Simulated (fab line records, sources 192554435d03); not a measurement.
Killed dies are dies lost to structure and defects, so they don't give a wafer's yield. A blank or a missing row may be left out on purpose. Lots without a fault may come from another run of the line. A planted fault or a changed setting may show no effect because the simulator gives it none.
One fault seen from 2 desks | flow n5_finfet | each desk has only its own numbers; what lay behind them comes last

THE METROLOGY DESK
What the gauges read, lot by lot, whatever tool the lot ran on: means of the sampled wafers that have a number. A lot is out of limits, marked OUT, if its mean lies more than 4 standard deviations from the usual mean; the brackets give that distance.
Columns: A = cd_nm at N5_BEOL_M5_CD_MEAS_18, usual 28.1 nm; B = trench_depth_nm at N5_BEOL_M5_OCD_MEAS_38, usual 71.0 nm; C = M5_THK at N5_BEOL_M5_THK_MEAS_53, usual 63.1 nm; D = M5_RS at N5_BEOL_M5_RS_MEAS_57, usual 0.389 ohm/sq
lot  | first seen here | A    | B    | C    | D
L880 | day 8 15:29     | 27.9 | 72.0 | 64.5 | 0.379
L879 | day 8 15:38     | 28.8 | 72.4 | 64.8 | 0.371
L877 | day 9 00:08     | 28.2 | 69.9 | 60.2 | 0.408
L882 | day 9 07:30     | 27.9 | 69.8 | 60.6 | 0.408
L881 | day 9 11:08     | 28.5 | 63.2 | 54.4 | 0.467 (+4.1) OUT
L884 | day 9 17:19     | 28.1 | 64.7 | 57.3 | 0.439
L891 | day 11 21:14    | 28.5 | 72.3 | 63.6 | 0.387
L894 | day 12 06:41    | 27.9 | 72.1 | 63.9 | 0.382
L897 | day 12 23:38    | 27.8 | 70.5 | 62.7 | 0.394
L898 | day 13 14:35    | 28.0 | 70.5 | 62.1 | 0.394
This desk's finding: out of limits on L881; first on L881, day 9 19:11 (M5_RS at N5_BEOL_M5_RS_MEAS_57). In limits: L880, L879, L877, L882, L884, L891, L894, L897, L898.

THE TOOL OWNER'S DESK: rie_diel-02
The tool's own readings at N5_BEOL_M5_TRENCH_ETCH_37 (etches SiCOH lowk in C4F6/O2, target depth 71.652 nm, time 24.7 s): means of the sampled wafers that have a number, for each lot that ran on this tool. A lot is out of limits, marked OUT, if its mean lies more than 4 standard deviations from the usual mean; the brackets give that distance.
Columns: A = drypump_motor_current_A at N5_BEOL_M5_TRENCH_ETCH_37, usual 5.9 A; B = oes_f_703_au at N5_BEOL_M5_TRENCH_ETCH_37, usual 0.79 a.u.; C = oes_product_au at N5_BEOL_M5_TRENCH_ETCH_37, usual 0.79 a.u.; D = rf_fwd_power_W at N5_BEOL_M5_TRENCH_ETCH_37, usual 340.4 W; E = rf_vpp_V at N5_BEOL_M5_TRENCH_ETCH_37, usual 662 V; F = showerhead_plenum_p_Torr at N5_BEOL_M5_TRENCH_ETCH_37, usual 2.85 Torr; G = throttle_valve_pct at N5_BEOL_M5_TRENCH_ETCH_37, usual 20.84 %
lot  | first seen here | A   | B    | C    | D               | E              | F    | G
L880 | day 8 16:28     | 5.7 | 0.81 | 0.80 | 341.1           | 659            | 2.90 | 20.79
L879 | day 8 16:51     | 5.8 | 0.83 | 0.83 | 342.1           | 658            | 2.93 | 20.77
L877 | day 9 00:50     | 5.6 | 0.81 | 0.80 | 340.8           | 657            | 2.86 | 20.98
L882 | day 9 09:35     | 5.6 | 0.97 | 0.95 | 340.5           | 630            | 2.90 | 20.84
L881 | day 9 12:13     | 6.1 | 0.54 | 0.71 | 259.7 (-47) OUT | 772 (+5.5) OUT | 2.88 | 21.05
L884 | day 9 18:01     | 5.6 | 0.57 | 0.74 | 257.4 (-49) OUT | 759 (+4.8) OUT | 2.90 | 20.79
L898 | day 13 15:24    | 5.9 | 0.81 | 0.80 | 340.4           | 653            | 2.90 | 20.97
This desk's finding: out of limits on L881, L884; first on L881, day 9 12:13 (rf_fwd_power_W at N5_BEOL_M5_TRENCH_ETCH_37). In limits: L880, L879, L877, L882, L898.

PUT TOGETHER
The tool owner's desk could have raised an alarm at day 9 12:13, on L881, L884.
The metrology desk could have raised an alarm at day 9 19:11, on L881.
The metrology desk has L884 on record, within its limits.
Of the lots named, all ran N5_BEOL_M5_TRENCH_ETCH_37 on rie_diel-02.

WHAT THE SIMULATOR HAD PUT IN
Process parameter drift: rie_diel-02, from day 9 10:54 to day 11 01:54, at N5_BEOL_M5_TRENCH_ETCH_37. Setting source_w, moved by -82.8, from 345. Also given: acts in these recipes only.
Lots struck among those shown: L881, L884.
Hours from the fault's start to each desk's first reading out of limits: the tool owner's desk, 1; the metrology desk, 8.
